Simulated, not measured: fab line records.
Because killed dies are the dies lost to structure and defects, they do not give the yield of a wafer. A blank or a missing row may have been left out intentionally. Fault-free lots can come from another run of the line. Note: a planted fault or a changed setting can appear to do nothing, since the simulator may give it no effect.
3 desks, one fault | flow n5-finfet | each desk has only its own numbers; what lay behind them comes last

FROM THE METROLOGY DESK
Lot by lot, what the gauges showed, no matter which tool ran the lot: averages of those sampled wafers that carry a number. A lot is out of limits, marked OUT, if its mean lies more than 4 standard deviations from the usual mean; the brackets give that distance. It has 10 readings; the 7 that lie furthest out on some lot are the ones shown.
Columns: A = DIBL_P at N5_BEOL_M4_RC_MEAS_101, usual 37.0 mV/V; B = IOFF_N at N5_BEOL_M4_RC_MEAS_101, usual 0.17 nA/um; C = IOFF_P at N5_BEOL_M4_RC_MEAS_101, usual 0.22 nA/um; D = ION_N at N5_BEOL_M4_RC_MEAS_101, usual 673 uA/um; E = ION_P at N5_BEOL_M4_RC_MEAS_101, usual 462 uA/um; F = SS_P at N5_BEOL_M4_RC_MEAS_101, usual 73.4 mV/dec; G = VT_P at N5_BEOL_M4_RC_MEAS_101, usual -250 mV
lot  | first seen here | A    | B    | C    | D   | E   | F    | G
L408 | day 9 22:48     | 37.5 | 0.16 | 0.20 | 663 | 453 | 73.5 | -252
L425 | day 13 14:20    | 35.2 | 0.16 | 0.23 | 675 | 466 | 73.4 | -246
L426 | day 14 18:53    | 37.0 | 0.16 | 0.23 | 670 | 466 | 73.0 | -250
L427 | day 15 20:11    | 34.8 | 0.14 | 0.19 | 675 | 458 | 72.8 | -252
This desk's finding: nothing out of limits on any of the 4 lots.

THE TOOL OWNER'S DESK: rie-diel-03
The tool's own readings at N5_FIN_CUT_ETCH_20 (etches SiARC in CF4, target depth 26 nm, time 43.3 s): means of the sampled wafers that have a number, for each lot that ran on this tool. A lot is out of limits, marked OUT, if its mean lies more than 4 standard deviations from the usual mean; the brackets give that distance.
Columns: A = drypump-motor-current-A at N5_FIN_CUT_ETCH_20, usual 5.7 A; B = etch-rf-on-time-s at N5_FIN_CUT_ETCH_20, usual 42.9 s; C = oes-product-au at N5_FIN_CUT_ETCH_20, usual 0.69 a.u.; D = rf-fwd-power-W at N5_FIN_CUT_ETCH_20, usual 534.7 W; E = rf-vpp-V at N5_FIN_CUT_ETCH_20, usual 184.2 V; F = showerhead-plenum-p-Torr at N5_FIN_CUT_ETCH_20, usual 2.16 Torr; G = throttle-valve-pct at N5_FIN_CUT_ETCH_20, usual 15.53 %
lot  | first seen here | A   | B    | C    | D     | E     | F    | G
L408 | day 3 02:44     | 5.4 | 43.1 | 0.72 | 534.1 | 183.9 | 2.20 | 15.44
L425 | day 7 08:50     | 5.6 | 41.3 | 0.74 | 536.6 | 183.1 | 2.09 | 15.33
L426 | day 7 15:07     | 5.3 | 42.3 | 0.71 | 534.1 | 184.4 | 2.16 | 15.46
This desk's finding: nothing out of limits on any of the 3 lots.

THE DEFECT DESK
Counts from the inspections along the route, per lot, as means over the sampled wafers that have a number. A lot is out of limits, marked OUT, if its mean lies more than 4 standard deviations from the usual mean; the brackets give that distance.
Columns: A = raw-defect-count at N5_FIN_CUT_INSPECT_17, usual 226
lot  | first seen here | A
L408 | day 3 03:35     | 134
L425 | day 7 09:42     | 549 (+5.1) OUT
L426 | day 7 15:59     | 431
L427 | day 7 21:38     | 245
This desk finds L425 out of limits, L425 being first, at day 7 09:42 (raw-defect-count at N5_FIN_CUT_INSPECT_17). L408, L426, L427: within limits.

ALL TOGETHER
The defect desk could have raised an alarm at day 7 09:42, on L425.
Nothing out of limits was seen by the metrology desk.
Nothing out of limits was seen by the tool owner's desk.
The metrology desk has L425 on record, within its limits.
On record at the tool owner's desk: L425, within its limits.
Every lot named ran N5_FIN_CUT_ETCH_20 on rie-diel-03.

WHAT WAS PUT IN BY THE SIMULATOR
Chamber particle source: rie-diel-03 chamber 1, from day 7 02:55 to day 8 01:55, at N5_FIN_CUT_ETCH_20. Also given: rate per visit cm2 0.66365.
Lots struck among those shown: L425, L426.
Hours from the fault's start to each desk's first reading out of limits: the defect desk, 7.
